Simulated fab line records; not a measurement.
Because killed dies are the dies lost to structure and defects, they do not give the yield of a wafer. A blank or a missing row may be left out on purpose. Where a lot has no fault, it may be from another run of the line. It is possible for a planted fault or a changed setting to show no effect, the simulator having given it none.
Which tool is to blame?    flow nand harc    Sampling: 13 lots, 39 wafers, 4 of 1302 route steps

## WHAT THE GAUGES READ, wafer by wafer
The record lacks any reading of a measuring or inspecting step that a usual standard deviation could be used to judge.

## EACH LOT AND THE TOOL THAT RAN IT (in order: tool; ch and the chambers of the sampled wafers; start)
lot   NHARC_A_WL_FILL_RTA_01            NHARC_A_WL_FILL_ETCHBACK_16                    NHARC_A_WL_FILL_ETCHBACK_26       NHARC_A_WL_FILL_CMP_12
L468  rtp anneal-01 ch 0, day 21 00:20  rie diel-05 ch 0,1,3, day 21 17:08 or earlier  rie si-06 ch 1,2,3, day 21 17:08  cmp-02 ch 0,1,3, day 21 17:48
L469  rtp anneal-02 ch 0, day 21 00:24  rie diel-09 ch 0,3, day 21 17:09 or earlier    rie si-05 ch 1,2,3, day 21 17:09  cmp-03 ch 1,2,3, day 21 18:02
L471  rtp anneal-01 ch 0, day 22 00:10  rie diel-05 ch 0,1,2, day 22 17:10 or earlier  rie si-06 ch 2,3, day 22 17:10    cmp-02 ch 0,3, day 22 17:50
L473  rtp anneal-02 ch 0, day 22 04:04  rie diel-09 ch 0,1,3, day 22 22:14 or earlier  rie si-05 ch 0,2,3, day 22 22:14  cmp-01 ch 0,3, day 22 22:56
L472  rtp anneal-02 ch 0, day 22 09:29  rie diel-02 ch 2,3, day 23 03:25 or earlier    rie si-04 ch 1,2,3, day 23 03:25  cmp-01 ch 1,2, day 23 04:11
L475  rtp anneal-02 ch 0, day 23 15:31  rie diel-02 ch 0,2,3, day 24 08:24 or earlier  rie si-06 ch 1,2,3, day 24 08:24  cmp-02 ch 0,2,3, day 24 09:03
L474  rtp anneal-01 ch 0, day 23 15:35  rie diel-05 ch 1,2,3, day 24 08:25 or earlier  rie si-05 ch 1,2, day 24 08:25    cmp-01 ch 0,1, day 24 09:11
L479  rtp anneal-01 ch 0, day 25 13:45  rie diel-05 ch 0,1,3, day 26 10:56 or earlier  rie si-05 ch 0,1,2, day 26 10:56  cmp-01 ch 0,1,2, day 26 11:37
L483  rtp anneal-02 ch 0, day 26 11:05  rie diel-09 ch 1,2,3, day 27 03:43 or earlier  rie si-04 ch 0,2,3, day 27 03:43  cmp-03 ch 0,1,3, day 27 04:20
L488  rtp anneal-02 ch 0, day 29 02:22  rie diel-05 ch 1,2,3, day 29 19:21 or earlier  rie si-05 ch 1,2, day 29 19:21    cmp-02 ch 2,3, day 29 20:01
L489  rtp anneal-01 ch 0, day 29 21:45  rie diel-02 ch 0,2, day 30 15:01 or earlier    rie si-04 ch 0,1,3, day 30 15:01  cmp-02 ch 1,2, day 30 15:40
L490  rtp anneal-02 ch 0, day 29 21:56  rie diel-09 ch 2,3, day 30 15:01 or earlier    rie si-05 ch 0,1, day 30 15:01    cmp-03 ch 0,2,3, day 30 15:41
L491  rtp anneal-01 ch 0, day 30 01:23  rie diel-02 ch 0,2,3, day 30 18:08 or earlier  rie si-05 ch 0,1,3, day 30 18:08  cmp-01 ch 0,2, day 30 18:51
- NHARC_A_WL_FILL_RTA_01: time 5 s.
- NHARC_A_WL_FILL_ETCHBACK_16: etches the open film in C4F8/O2/Ar, target depth 120 nm, time 24 s.
- NHARC_A_WL_FILL_ETCHBACK_26: etches the open film in HBr, target depth 52 nm, time 13.3 s.
- NHARC_A_WL_FILL_CMP_12: polishes, t overpolish 30 s, target thk 100 nm.

## WHAT THE TOOLS THEMSELVES READ (means of the sampled wafers that have a number; where no wafer has one, the mark that the record gives instead)
NHARC_A_WL_FILL_RTA_01. Usual: anneal temp c max 1003.5, standard deviation 0.73; lamp power pct 33.6 %, standard deviation 0.39; wafer_temp_C_max 1006.3, standard deviation 1.4.
lot   tool           anneal temp c max  lamp power pct (%)  wafer_temp_C_max  flag
L468  rtp anneal-01  1003.8             34.0                1006.9            
L469  rtp anneal-02  1003.0             33.2                1006.6            
L471  rtp anneal-01  1003.8             34.0                1006.0            
L473  rtp anneal-02  1002.9             33.2                1006.8            
L472  rtp anneal-02  1002.6             33.2                1006.2            
L475  rtp anneal-02  1002.6             33.2                1006.4            
L474  rtp anneal-01  1003.7             34.0                1004.8            
L479  rtp anneal-01  1004.0             33.9                1004.6            
L483  rtp anneal-02  1003.7             33.2                1007.9            
L488  rtp anneal-02  1003.8             33.2                1005.9            
L489  rtp anneal-01  1004.1             33.9                1005.4            
L490  rtp anneal-02  1003.0             33.2                1006.4            
L491  rtp anneal-01  1003.2             34.0                1006.8            

NHARC_A_WL_FILL_ETCHBACK_16. Usual: oes product au 0.98 a.u., standard deviation 0.031; rf vpp V 721 V, standard deviation 4.1; run length s 45.4 s, standard deviation 0.5.
lot   tool         oes product au (a.u.)  rf vpp V (V)  run length s (s)  flag
L468  rie diel-05  0.92                   720           45.4              
L469  rie diel-09  1.01                   720           45.2              
L471  rie diel-05  0.91                   719           45.8              
L473  rie diel-09  1.00                   722           45.3              
L472  rie diel-02  0.93                   719           45.4              
L475  rie diel-02  0.98                   719           45.0              
L474  rie diel-05  1.00                   723           45.3              
L479  rie diel-05  1.00                   721           45.2              
L483  rie diel-09  1.01                   724           45.3              
L488  rie diel-05  1.00                   724           45.3              
L489  rie diel-02  0.96                   718           44.7              
L490  rie diel-09  1.00                   723           45.4              
L491  rie diel-02  0.99                   719           45.3              

NHARC_A_WL_FILL_ETCHBACK_26. Usual: drypump motor current A 5.7 A, standard deviation 0.41; he backside leak sccm 2.7 sccm, standard deviation 0.31; oes product au 1.002 a.u., standard deviation 0.0095; run length s 34.3 s, standard deviation 0.42; throttle valve pct 23.266 %, standard deviation 0.0092.
lot   tool       drypump motor current A (A)  he backside leak sccm (sccm)  oes product au (a.u.)  run length s (s)  throttle valve pct (%)  flag
L468  rie si-06  6.0                          2.9                           1.008                  33.9              23.268                  
L469  rie si-05  5.5                          2.6                           0.999                  34.4              23.264                  
L471  rie si-06  6.2                          2.9                           1.009                  33.9              23.262                  
L473  rie si-05  5.6                          2.9                           1.001                  34.0              23.269                  
L472  rie si-04  5.9                          2.5                           0.999                  34.4              23.269                  
L475  rie si-06  6.0                          2.9                           1.000                  34.0              23.268                  
L474  rie si-05  5.6                          2.5                           0.999                  34.6              23.259                  
L479  rie si-05  5.6                          2.7                           1.000                  32.8              23.263                  OFF
L483  rie si-04  5.6                          3.4                           1.011                  34.6              23.266                  
L488  rie si-05  5.6                          2.4                           1.007                  34.8              23.259                  
L489  rie si-04  6.1                          2.7                           1.005                  34.5              23.270                  
L490  rie si-05  5.8                          2.6                           1.006                  34.6              23.271                  
L491  rie si-05  5.7                          2.7                           1.002                  34.4              23.268                  

NHARC_A_WL_FILL_CMP_12. Usual: edge zone pressure frac 1.000, standard deviation 0.0048; motor current A 12.6 A, standard deviation 0.91; overpolish run s 30.000 s, standard deviation 0.0086; slurry flow ml min 150.1, standard deviation 0.53; time to endpoint s 19.6 s, standard deviation 2.3.
lot   tool    edge zone pressure frac  motor current A (A)  overpolish run s (s)  slurry flow ml min  time to endpoint s (s)  flag
L468  cmp-02  0.998                    12.9                 29.990                149.4               17.7                    
L469  cmp-03  1.002                    13.3                 30.007                150.1               18.4                    
L471  cmp-02  1.004                    12.8                 30.001                149.8               18.1                    
L473  cmp-01  1.004                    11.4                 30.006                150.0               19.6                    
L472  cmp-01  1.001                    12.1                 29.997                150.5               21.5                    
L475  cmp-02  0.997                    12.5                 29.997                150.0               19.2                    
L474  cmp-01  0.998                    12.1                 29.995                149.9               24.8                    
L479  cmp-01  1.000                    11.9                 29.997                150.1               19.2                    
L483  cmp-03  0.996                    12.8                 30.003                150.5               20.6                    
L488  cmp-02  1.001                    12.9                 29.999                149.6               20.0                    
L489  cmp-02  0.998                    12.8                 30.004                149.8               18.2                    
L490  cmp-03  0.994                    12.9                 30.005                149.9               19.0                    
L491  cmp-01  0.999                    11.1                 29.994                150.2               21.5                    

## THE ANSWER, worked out from the rows above alone
Rule: lot off if the mean of its wafers having a number is beyond 3 standard deviations from the usual mean. Also off: a lot with no number at a reading for which 4 or more lots have one. The other lots that the step has rows for count as sound. The gauges are gone through in route order, then the tools' own readings, and for those a lot's mean is taken as printed above. At the first step where some lot is off, the reading lying furthest off is the one used; lots without a number count as furthest.
Off at NHARC_A_WL_FILL_ETCHBACK_26 (run length s): L479.
If a tool, at that step or one of the process steps before it, ran each lot that is off and ran no sound lot following the first of them, it fits. Because NHARC_A_WL_FILL_ETCHBACK_16 lacks a start for some lots, the hours and order of its lots are taken from NHARC_A_WL_FILL_ETCHBACK_26. Of those tried, none fits.

## WHAT THE SIMULATOR HAD INSERTED
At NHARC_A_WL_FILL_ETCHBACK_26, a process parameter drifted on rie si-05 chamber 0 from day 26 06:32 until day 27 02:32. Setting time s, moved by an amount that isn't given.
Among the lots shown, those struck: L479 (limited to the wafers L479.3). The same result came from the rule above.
